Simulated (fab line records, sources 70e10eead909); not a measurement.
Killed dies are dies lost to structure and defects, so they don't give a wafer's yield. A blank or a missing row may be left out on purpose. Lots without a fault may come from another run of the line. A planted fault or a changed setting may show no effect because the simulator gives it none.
Chamber matching | flow nand_harc | NHARC_A_SGD_CUT_ETCH_58 on rie_diel-13: 4 sister chambers
The step etches the open film in CF4, target depth 39 nm, time 65 s. 4 wafers are shown with their chamber, then 12 later ones without.

WAFERS WITH THEIR CHAMBER
wafer  | chamber | rf_vpp_V (V)
L090.2 | 3       | 151.7
L092.1 | 2       | 152.9
L092.5 | 0       | 150.6
L092.6 | 1       | 149.7

WAFERS WITHOUT THEIR CHAMBER
wafer  | rf_vpp_V (V)
L093.1 | 151.9
L093.2 | 150.1
L093.3 | 150.1
L094.2 | 152.5
L094.4 | 150.5
L094.5 | 151.1
L096.1 | 151.3
L096.3 | 150.4
L096.6 | 151.5
L095.3 | 151.6
L095.4 | 152.4
L095.6 | 151.2

WHICH CHAMBER EACH WENT THROUGH
wafer  | from the rows above     | in truth
L093.1 | 3                       | 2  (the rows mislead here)
L093.2 | can't be placed: 1 or 0 | 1
L093.3 | can't be placed: 1 or 0 | 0
L094.2 | can't be placed: 2 or 3 | 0
L094.4 | can't be placed: 0 or 1 | 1
L094.5 | can't be placed: 0 or 3 | 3
L096.1 | can't be placed: 3 or 0 | 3
L096.3 | can't be placed: 0 or 1 | 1
L096.6 | can't be placed: 3 or 0 | 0
L095.3 | 3                       | 3
L095.4 | can't be placed: 2 or 3 | 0
L095.6 | can't be placed: 3 or 0 | 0
Placed correctly: 1 of 12. Can't be placed from these rows: 10 (the true chamber is among the candidates in 8). Placed wrongly: 1.
How it was worked out, from the rows above alone: a wafer's distance from a chamber is the root of the sum, over the readings, of the square of ((its reading less the chamber's mean) divided by the reading's scatter). The wafer belongs to the nearest chamber; if the next one is less than 2 further off, it can't be placed. A chamber's mean is the mean of its shown wafers. The scatter: with one shown wafer a chamber, the root of the mean of the squares of how far each hidden wafer lies from its nearest shown one.
